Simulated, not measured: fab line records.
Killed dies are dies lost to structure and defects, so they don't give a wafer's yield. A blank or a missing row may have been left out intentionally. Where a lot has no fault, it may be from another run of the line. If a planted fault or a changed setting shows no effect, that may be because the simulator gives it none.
fab line records | flow n5_finfet
record: lots: 4 | wafers: 12 | last_day: 17
route steps=1938 shown BEOL_M3@1003 BEOL_M4@1021 PASSIVATION@1936
lots that met no fault: taken from a fault-free run of the same line
start_h: hours from the record's first day to the start of the lot's first wafer shown | wait_h: how many hours have passed since the lot's step before this one | " identical to the entry in the row above | L1.1+2: one row covering several wafers at once | - no value, or no start given | * or withheld: withheld | < > ~ a bound
route shown NAME@n: a module of which the file shows steps, and the number in the route of the first | usual: average and standard deviation across the fault-free wafers | same: alike in all rows | chamber/n: place in a boat | sites: the reading at each site | _std_site: the values' standard deviation | _edge_site: mean of outer sites minus mean of inner sites | radius_mm: how far each site lies from the wafer's centre | mask NAME#n: copy n | behind: tool/chamber where the wafer was last shaped | hold: why the lot went on hold/how many hours it stayed there/how the hold came to an end | device: whichever transistor did not switch (one of n, p or np) | end of line: the same wafers' tests at the end of the route | a step with no rows: only its recipe | killed: count of dies lost to structure and defects at first sort (not the wafer's yield) | map: shows each die of a wafer: x if killed, . if not, _ if none is there
set.NAME: setting as actually run; set.NAME@STEP: the setting as run at that earlier step | model.NAME: the simulator's own value behind a step, which no gauge read
lots at some steps of the route; a table a step, a row a wafer
services: from which hour (start_h, from the record's first day; less than 0 if before it) a tool's chamber was out of use, for how many hours, and why
== steps ==
step: N5_BEOL_M3_ANNEAL_89
recipe: temp_c: 400 | time_s: 240 | ambient: vacuum
step: N5_BEOL_M3_SPUTTER_90
recipe: material: Cu | target_thk_a: 45 | temp_c: -20 | chamber_pressure_pa: 0.07 | power_w: withheld | time_s: 8.29
step: N5_BEOL_M3_ANNEAL_91
recipe: temp_c: 400 | time_s: 240 | ambient: vacuum
step: N5_BEOL_M3_SPUTTER_92
recipe: material: Cu | target_thk_a: 45 | temp_c: -20 | chamber_pressure_pa: 0.07 | power_w: withheld | time_s: 8.29
step: N5_BEOL_M3_ANNEAL_93
recipe: temp_c: 400 | time_s: 240 | ambient: vacuum
step: N5_BEOL_M3_SPUTTER_94
recipe: material: Cu | target_thk_a: 45 | temp_c: -20 | chamber_pressure_pa: 0.07 | power_w: withheld | time_s: 8.29
step: N5_BEOL_M3_ANNEAL_95
recipe: temp_c: 400 | time_s: 240 | ambient: vacuum
step: N5_BEOL_M3_SPUTTER_96
recipe: material: Cu | target_thk_a: 45 | temp_c: -20 | chamber_pressure_pa: 0.07 | power_w: withheld | time_s: 8.29
step: N5_BEOL_M3_ECD_50
recipe: material: Cu | target_thk_a: 3000
step: N5_BEOL_M3_ANNEAL_51
recipe: temp_c: 225 | time_s: 90 | ambient: N2
step: N5_BEOL_M3_CMP_52
recipe: stop_on: SiOC | t_overpolish_s: 6.8 | down_force_psi: 1 | platen_rpm: 50 | clearing_platen_down_force_psi: 1.5 | clearing_platen_rpm: 50 | post_cmp_clean: cu_alkaline | target_thk_nm: 40 | clearing_platen_pad_velocity_m_s: 0.99484 | pad_velocity_m_s: 0.99484
step: N5_BEOL_M3_PRE_CLEAN_60
recipe: gas: NH3/H2 | time_s: 15 | temp_c: * | rf_power_w: 300
usual: heater_power_outer_w: 18/11 | heater_power_w: 76/21 | rf_fwd_power_W: 296.6/1.5
lot.wafer | tool      | chamber | start_h | wait_h | heater_power_outer_w | heater_power_w | rf_fwd_power_W
L137.2    | cvd_co-01 | 2       | 173.44  | 0.1    | 0                    | 45             | 293.6
L137.5    | "         | 2       | "       | "      | 0                    | 46             | 294.0
L137.6    | "         | 1       | "       | "      | 12                   | 64             | 297.9
L150.2    | cvd_co-01 | 1       | 257.83  | 0.0    | 12                   | 66             | 297.5
L150.3    | "         | 2       | "       | "      | 0                    | 47             | 294.3
L150.4    | "         | 0       | "       | "      | 32                   | 125            | 297.8
L153.1    | cvd_co-01 | 1       | 281.49  | 0.0    | 12                   | 65             | 297.4
L153.3    | "         | 2       | "       | "      | 0                    | 47             | 294.1
L153.5    | "         | 0       | "       | "      | 32                   | 125            | 297.2
L156.1    | cvd_co-02 | 0       | 294.72  | 0.0    | 18                   | 76             | 296.8
L156.2    | "         | 1       | "       | "      | 32                   | 97             | 299.0
L156.3    | "         | 2       | "       | "      | 11                   | 64             | 296.9
step: N5_BEOL_M3_CO_CAP_55
recipe: material: Co | target_thk_a: 20 | temp_c: 200 | precursor: CCTBA/H2 | pressure_torr: 30 | time_s: 102.1
step: N5_BEOL_M3_PRE_CLEAN_56
recipe: gas: NH3 | time_s: 15 | temp_c: withheld | rf_power_w: 300
step: N5_BEOL_M3_DEP_57
recipe: material: SiCN | target_thk_a: 80 | temp_c: withheld | precursor: 3MS/NH3 | pressure_torr: 3 | rf_w: 202 | time_s: 14
step: N5_BEOL_M3_INSPECT_59
recipe: inspect_instrument: darkfield | mode: post_dep
usual: raw_defect_count: 72/28
lot.wafer | tool              | chamber | start_h | wait_h | raw_defect_count
L137.2    | defect_inspect-01 | -       | 173.69  | 0.0    | 46
L137.5    | "                 | -       | "       | "      | 54
L137.6    | "                 | -       | "       | "      | 64
L150.2    | defect_inspect-02 | -       | 258.08  | 0.0    | 62
L150.3    | "                 | -       | "       | "      | 65
L150.4    | "                 | -       | "       | "      | 603
L153.1    | defect_inspect-02 | -       | 281.75  | 0.0    | 62
L153.3    | "                 | -       | "       | "      | 56
L153.5    | "                 | -       | "       | "      | 608
L156.1    | defect_inspect-02 | -       | 294.97  | 0.0    | 83
L156.2    | "                 | -       | "       | "      | 60
L156.3    | "                 | -       | "       | "      | 43
step: N5_BEOL_M4_ILD_DEP_00
recipe: material: SiOC | target_thk_a: 790 | temp_c: 350 | precursor: DEMS/O2 | pressure_torr: 5 | rf_w: 500 | time_s: 15.3
step: N5_BEOL_M4_PECVD_72
recipe: material: SiO2 | target_thk_a: 160 | temp_c: 400 | precursor: TEOS/O2 | pressure_torr: 5.5 | rf_w: 450 | teos_flow_sccm: 53.8 | gas: O2 | flow_sccm: 3000 | time_s: 18
step: N5_BEOL_M4_HM_DEP_02
recipe: material: TiN | target_thk_a: 200 | temp_c: 25 | chamber_pressure_pa: 0.49996
step: N5_BEOL_M4_COAT_61
recipe: resist: SOC | temp_c: 250 | time_s: 60 | spin_rpm: 1500 | resist_thk_nm: 60
step: N5_BEOL_M4_COAT_62
recipe: resist: SiARC | temp_c: 220 | time_s: 60 | spin_rpm: 1500 | resist_thk_nm: 12
step: N5_BEOL_M4_COAT_73
recipe: resist: underlayer | temp_c: 205 | time_s: 60 | spin_rpm: 1500 | resist_thk_nm: 5
step: N5_BEOL_M4_COAT_05
recipe: resist: CAR-EUV | spin_rpm: 1500 | resist_thk_nm: 30
step: N5_BEOL_M4_EBR_07
recipe: solvent: PGMEA | ebr_width_mm: 1.5
step: N5_BEOL_M4_SOFTBAKE_06
recipe: temp_c: 110 | time_s: 60 | resist: CAR-EUV
step: N5_BEOL_M4_EXPOSE_08
recipe: mask_id: M4 | na: 0.33 | source_shape: dipole | sigma_inner: 0.369 | sigma_outer: 0.767 | polarization: unpolarized | dose_mj: 41.25
step: N5_BEOL_M4_PEB_09
recipe: peb_temp_c: 100 | peb_time_s: 60 | resist: CAR-EUV
step: N5_BEOL_M4_DEVELOP_10
recipe: develop_time_s: 30 | developer: TMAH | resist: CAR-EUV | rinse_liquid: surfactant_rinse | dry: air_spin | dev_temp_c: 23
step: N5_BEOL_M4_INSPECT_13
recipe: mode: adi | inspect_instrument: brightfield
usual: raw_defect_count: 417/97
lot.wafer | tool              | chamber | start_h | wait_h | raw_defect_count
L137.2    | defect_inspect-01 | -       | 175.15  | 0.0    | 607
L137.5    | "                 | -       | "       | "      | 514
L137.6    | "                 | -       | "       | "      | 614
L150.2    | defect_inspect-01 | -       | 259.27  | 0.0    | 498
L150.3    | "                 | -       | "       | "      | 476
L150.4    | "                 | -       | "       | "      | 934
L153.1    | defect_inspect-01 | -       | 286.62  | 0.1    | 470
L153.3    | "                 | -       | "       | "      | 343
L153.5    | "                 | -       | "       | "      | 1001
L156.1    | defect_inspect-02 | -       | 298.10  | 0.1    | 377
L156.2    | "                 | -       | "       | "      | 398
L156.3    | "                 | -       | "       | "      | 463
step: N5_BEOL_M4_DESCUM_16
recipe: chemistry: O2 | time_s: 7 | source_power_w: 50 | bias_power_w: 20 | pressure_mtorr: 20 | rf_frequency_hz: 2.712e+07 | temp_c: 40 | resist: CAR-EUV | o2_flow_sccm: 225
step: N5_BEOL_M4_ETCH_74
recipe: chemistry: N2/H2 | target: underlayer | target_depth_a: 65 | mask_material: CAR-EUV | time_s: 5.2 | ion_energy_ev: 200 | pressure_mtorr: 30 | source_w: 840 | bias_w: 150 | n2_flow_sccm: 200 | h2_flow_sccm: 200 | ends: cleared
step: N5_BEOL_M4_ETCH_63
recipe: chemistry: CF4 | target: SiARC | target_depth_a: 156 | mask_material: CAR-EUV | time_s: 26 | ion_energy_ev: 80 | pressure_mtorr: 40 | source_w: 545 | bias_w: 36 | Ar_flow_sccm: 100 | cf4_flow_sccm: 100 | ends: cleared
step: N5_BEOL_M4_ETCH_64
recipe: chemistry: N2/H2 | target: SOC | target_depth_a: 750 | overetch_a: 225 | mask_material: SiARC | temp_c: 40 | time_s: 121.9 | ion_energy_ev: 200 | pressure_mtorr: 30 | source_w: 840 | bias_w: 150 | n2_flow_sccm: 200 | h2_flow_sccm: 200
step: N5_BEOL_M4_STRIP_65
recipe: chemistry: N2/H2 | temp_c: 40 | n2_flow_sccm: 200 | h2_flow_sccm: 200 | rf_frequency_hz: 6e+07
step: N5_BEOL_M4_STRIP_75
recipe: chemistry: N2/H2 | temp_c: 40 | n2_flow_sccm: 200 | h2_flow_sccm: 200 | rf_frequency_hz: 6e+07
step: N5_BEOL_M4_STRIP_66
recipe: chemistry: CF4 | resist: SiARC | power_w: 300 | bias_power_w: 75 | pressure_mtorr: 50 | cf4_flow_sccm: 150 | rf_frequency_hz: 6e+07
step: N5_BEOL_M4_HM_OPEN_17
recipe: chemistry: Cl2/BCl3 | target_depth_a: 200 | overetch_a: 60 | target: TiN | mask_material: SOC | ion_energy_ev: 150 | pressure_mtorr: 10 | icp_w: 1000 | bias_w: 126 | Cl2_flow_sccm: 53.25 | bcl3_flow_sccm: 21.75 | Ar_flow_sccm: 25
step: N5_BEOL_M4_INSPECT_30
recipe: mode: adi | inspect_instrument: brightfield
usual: raw_defect_count: 418/98
lot.wafer | tool              | chamber | start_h | wait_h | raw_defect_count
L137.2    | defect_inspect-01 | -       | 176.15  | 0.0    | 621
L137.5    | "                 | -       | "       | "      | 530
L137.6    | "                 | -       | "       | "      | 623
L150.2    | defect_inspect-01 | -       | 260.14  | 0.0    | 511
L150.3    | "                 | -       | "       | "      | 471
L150.4    | "                 | -       | "       | "      | 909
L153.1    | defect_inspect-02 | -       | 287.71  | 0.1    | 464
L153.3    | "                 | -       | "       | "      | 349
L153.5    | "                 | -       | "       | "      | 975
L156.1    | defect_inspect-01 | -       | 298.97  | 0.1    | 407
L156.2    | "                 | -       | "       | "      | 447
L156.3    | "                 | -       | "       | "      | 492
step: N5_BEOL_M4_RC_MEAS_101
usual: DIBL_N: 36.6/2.3 | DIBL_P: 36.3/2.8 | IOFF_N: 0.17/0.047 | IOFF_P: 0.22/0.048 | ION_N: 676/14 | ION_P: 463/9.4 | SS_N: 71.6/0.84 | SS_P: 73.4/0.85 | VT_N: 249/3.7 | VT_P: -249/3.6
lot.wafer | tool      | chamber | start_h | wait_h | DIBL_N[mV/V] | DIBL_P[mV/V] | IOFF_N[nA/um] | IOFF_P[nA/um] | ION_N[uA/um] | ION_P[uA/um] | SS_N[mV/dec] | SS_P[mV/dec] | VT_N[mV] | VT_P[mV]
L137.2    | prober-02 | 0       | 188.24  | 0.2    | 36.8         | 37.8         | 0.18          | 0.22          | 691          | 469          | 71.6         | 73.3         | 247      | -252
L137.5    | "         | 0       | "       | "      | 35.6         | 36.3         | 0.16          | 0.19          | 692          | 468          | 70.5         | 72.8         | 248      | -251
L137.6    | "         | 0       | "       | "      | 40.8         | 41.1         | 0.22          | 0.26          | 667          | 453          | 72.5         | 74.5         | 246      | -250
L150.2    | prober-02 | 0       | 265.77  | 0.2    | 38.6         | 39.8         | 0.21          | 0.29          | 682          | 469          | 72.5         | 73.9         | 245      | -246
L150.3    | "         | 0       | "       | "      | 42.0         | 40.8         | 0.31          | 0.32          | 677          | 463          | 74.7         | 75.0         | 246      | -241
L150.4    | "         | 0       | "       | "      | 38.5         | 39.3         | 0.22          | 0.29          | 693          | 476          | 72.6         | 74.6         | 245      | -243
L153.1    | prober-02 | 0       | 294.86  | 0.0    | 36.3         | 35.6         | 0.18          | 0.20          | 687          | 461          | 71.3         | 73.9         | 247      | -252
L153.3    | "         | 0       | "       | "      | 34.6         | 34.0         | 0.16          | 0.19          | 687          | 461          | 70.3         | 72.7         | 246      | -251
L153.5    | "         | 0       | "       | "      | 33.7         | 32.8         | 0.14          | 0.17          | 657          | 450          | 70.8         | 73.1         | 251      | -253
L156.1    | prober-02 | 0       | 310.00  | 0.0    | 38.8         | 39.8         | 0.25          | 0.30          | 695          | 471          | 72.7         | 74.7         | 243      | -244
L156.2    | "         | 0       | "       | "      | 33.5         | 34.2         | 0.13          | 0.19          | 691          | 475          | 71.0         | 73.2         | 251      | -252
L156.3    | "         | 0       | "       | "      | 37.5         | 35.8         | 0.20          | 0.21          | 659          | 451          | 73.5         | 72.6         | 251      | -249
step: N5_PASSIVATION_PROBE_49
usual: defect_limited_yield: 91.5/1.5 | killed_at_M0_to_M3: 33/9.9 | killed_at_M4_up: 14/5.2 | killed_at_contacts: 11/5.2 | killed_at_front_end: 38/10 | killed_at_other: 4/3.5 | killed_dies: 100/18 | killed_on_rim: 13/4.1 | killed_open: 66/14 | killed_short: 32/6.9 | sort_bin_4_leakage: 0.00/0.027 | sort_bin_5_function: 5.0/1 | sort_bin_6_memory: 3.1/0.69 | sort_n_pass: 1080/18 | sort_yield_pct: 91.5/1.5
same: gross_dies: 1180 | killed_at_back_side: 0 | sort_bin_8_speed[%]: 0
lot.wafer | tool      | chamber | start_h | wait_h | defect_limited_yield[%] | killed_at_M0_to_M3 | killed_at_M4_up | killed_at_contacts | killed_at_front_end | killed_at_other | killed_dies | killed_on_rim | killed_open | killed_short | sort_bin_4_leakage[%] | sort_bin_5_function[%] | sort_bin_6_memory[%] | sort_n_pass | sort_yield_pct[%]
L153.1    | prober-01 | -       | 404.08  | 0.0    | 90.2                    | 47                 | 12              | 8                  | 44                  | 5               | 116         | 9             | 69          | 45           | 0                     | 5.3                    | 4.4                  | 1064        | 90.2
L153.5    | prober-01 | -       | 404.28  | 0.2    | 85.1                    | 86                 | 23              | 15                 | 44                  | 8               | 176         | 30            | 86          | 35           | 0                     | 9.0                    | 4.3                  | 1004        | 85.1
L150.2    | prober-02 | -       | 404.88  | 0.1    | 90.6                    | 49                 | 18              | 0                  | 42                  | 2               | 111         | 14            | 64          | 34           | 0                     | 4.9                    | 3.1                  | 1069        | 90.6
L150.4    | prober-02 | -       | 404.98  | 0.2    | 86.2                    | 110                | 9               | 11                 | 32                  | 1               | 163         | 30            | 64          | 33           | 0                     | 9.1                    | 3.3                  | 1017        | 86.2
L156.1    | prober-02 | -       | 417.01  | 0.6    | 90.3                    | 26                 | 26              | 19                 | 38                  | 5               | 114         | 13            | 78          | 32           | 0                     | 5.3                    | 4.2                  | 1066        | 90.3
L156.2    | prober-02 | -       | 417.06  | 0.6    | 90.4                    | 30                 | 21              | 8                  | 50                  | 4               | 113         | 18            | 76          | 37           | 0                     | 5.7                    | 3.7                  | 1067        | 90.4
L156.3    | prober-02 | -       | 417.11  | 0.7    | 90.3                    | 36                 | 20              | 9                  | 45                  | 4               | 114         | 14            | 69          | 45           | 0                     | 5.3                    | 4.1                  | 1066        | 90.3
killed by level:class
L153.1 FIN_SAQP:geometric_particle:open=14 BEOL_M0_SAQP:geometric_particle:open=11 BEOL_M3:geometric_particle:open=10 BEOL_M0_SAQP:geometric_particle:short=9 STI_FIN_REVEAL:geometric_particle:open=8 BEOL_M2:geometric_particle:open=8 MOL_CONTACT_COAG:geometric_particle:open=7 BEOL_M3:geometric_particle:short=7
L153.5 BEOL_M3:unspecified=54 FIN_SAQP:geometric_particle:open=12 MOL_CONTACT_COAG:geometric_particle:open=12 BEOL_M0_SAQP:geometric_particle:open=11 BEOL_M3:geometric_particle:open=9 BEOL_M4:geometric_particle:open=8 BEOL_M0_SAQP:geometric_particle:short=7 FIN_SAQP:geometric_particle:short=5
L150.2 BEOL_M2:geometric_particle:open=17 BEOL_M0_SAQP:geometric_particle:short=11 GATE_CUT:geometric_particle:short=10 HKMG_FIN:area_etch=10 BEOL_M0:geometric_particle:open=8 STI_FIN_REVEAL:geometric_particle:open=7 BEOL_M0_SAQP:geometric_particle:open=7 BEOL_M4:geometric_particle:open=5
L150.4 BEOL_M3:unspecified=66 STI_FIN_REVEAL:geometric_particle:open=15 BEOL_M0_SAQP:geometric_particle:short=15 BEOL_M0_SAQP:geometric_particle:open=10 MOL_CONTACT_COAG:geometric_particle:open=9 BEOL_M2:geometric_particle:open=6 STI_FIN_REVEAL:geometric_particle:short=5 BEOL_M0:geometric_particle:open=4
L156.1 FIN_SAQP:geometric_particle:open=17 MOL_CONTACT_COAG:geometric_particle:open=16 BEOL_M4:geometric_particle:open=9 BEOL_M4:geometric_particle:short=7 BEOL_M1:geometric_particle:open=6 BEOL_M0_SAQP:geometric_particle:open=4 BEOL_M0_SAQP:geometric_particle:short=4 PASS1_DEP:geometric_particle:open=4
L156.2 STI_FIN_REVEAL:geometric_particle:open=13 BEOL_M0_SAQP:geometric_particle:open=12 BEOL_M4:geometric_particle:open=10 FIN_SAQP:geometric_particle:open=9 FIN_SAQP:geometric_particle:short=8 BEOL_M0_SAQP:geometric_particle:short=8 MOL_CONTACT_COAG:geometric_particle:open=7 BEOL_M4:geometric_particle:short=6
L156.3 FIN_SAQP:geometric_particle:open=16 BEOL_M2:geometric_particle:open=8 FIN_SAQP:geometric_particle:short=7 BEOL_M4:geometric_particle:open=7 GATE_CUT:geometric_particle:open=6 BEOL_M0_SAQP:geometric_particle:short=6 BEOL_M3:geometric_particle:open=6 BEOL_M4:geometric_particle:short=6
map L150.4 (x killed, . not)
_________________...........x________________
______________..x..x........x.x._____________
___________....................xxxx__________
__________........x...........xxxxxx_________
________...x.....x............xxxxxxxx_______
_______..x................x.x.xxxxxxxxx______
______..............x...x.....x.xxxxxxxx_____
_____...x.x............x.x.....xxxxxxxxxx____
____....x.x........x...........xx.xx.xxxxx___
___x............x............x....xxxxx...x__
___.............x....x.....xx........xx.x..__
__..x.......................x..x............_
__.......x.......x.x.....x...x..x..........._
_......x...........................x.....x...
_....x.x......x....................x.........
_x...........................................
_......x..........x..................x..x....
_..x...........x..x..x..x....................
_.....x...........................x..........
_....x.......x..x.............x.......x...x..
_...........xx..........x.....x.............x
__.............x.....xx.x.........x........._
__.............x............................_
___.........x............x......x......x...__
___x.........x............x................__
____..........xx.........................x___
_____x....x..............................____
______................x....x.......x..x._____
_______.......x...x.....x..............______
________...x...........x.............._______
__________..............x......x...._________
___________..............x.........__________
______________....x....x........_____________
_________________.....x......________________
map L153.5 (x killed, . not)
_________________x...........________________
______________.................._____________
___________..x..................xxx__________
__________.x.x............x...xxxxxx_________
________........x..............xxxxxxx_______
_______.........................xxxxxxx______
______...........x......x.....x.xxxxxxxx_____
_____....x..x...............x..x.xxxxxxxx____
____....x...............x.....x.xxx.xxxxxx___
___......x.......................x....x..xx__
___.............x......x.....x......x...xx.__
__..............x.......................xx.._
__..x.........x....x...................x...._
_x..x.x.................x.x...x.............x
_..x...........x............................x
_..x...........................x..x...x....x.
_...x..........................xx..xx........
_...................x..................x.....
_..x...x.......x.x.......x............x......
_...........x...........x..x..........x.x....
_.x.............x.............x......x....x..
__.x...x.xx.x.........x.x..................._
__x...x......................x.......xx....._
___.....x..x.....x.x.............x..x......__
___..........x..........x...x...x..........__
____.....x....x....x.........x......x.....___
_____..x.x....x.x.........x....xx........____
______x........x..x....x..........x....x_____
_______......x..x......................______
________.....xx..x...x............x..._______
__________.........x...x...........x_________
___________..............x....x.x..__________
______________...........xxx...._____________
_________________............________________
== services ==
tool      | chamber | start_h | hours | kind
cvd_co-01 | 1       | 190.56  | 7.6   | repair
cvd_co-02 | 0       | 196.33  | 2.2   | repair
cvd_co-02 | 0       | 202.91  | 7.9   | repair
cvd_co-01 | 0       | 203.59  | 15.8  | repair
== key ==
first_sign: step: N5_BEOL_M3_INSPECT_59 | reading: raw_defect_count | direction: up | sigmas: 19 | usual: 72 | struck: 606
effect: step: N5_BEOL_M4_INSPECT_13 | reading: raw_defect_count | direction: up | sigmas: 5.7 | usual: 417 | struck: 968
effect: step: N5_BEOL_M4_INSPECT_30 | reading: raw_defect_count | direction: up | sigmas: 5.4 | usual: 418 | struck: 942
effect: step: N5_PASSIVATION_PROBE_49 | reading: killed_at_M0_to_M3 | direction: up | sigmas: 6.6 | usual: 33 | struck: 98
more_kills_born_at: N5_BEOL_M3_PRE_CLEAN_60@cvd_co-01: 120
met_at N5_BEOL_M3_PRE_CLEAN_60
struck_wafers L150.4,L153.5
baseline_loss: step: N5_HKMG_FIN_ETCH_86 | wafers: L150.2
fault: kind: chamber_particle_source | tool: cvd_co-01 | chamber: 0 | onset_h: 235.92 | steps: N5_BEOL_M3_PRE_CLEAN_60 | rate_per_visit_cm2: 0.78533 | end_h: 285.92
baseline_loss: these wafers lose ten dies or more at that step, a loss of the line's own and not of a fault; the sort's usual values leave them out
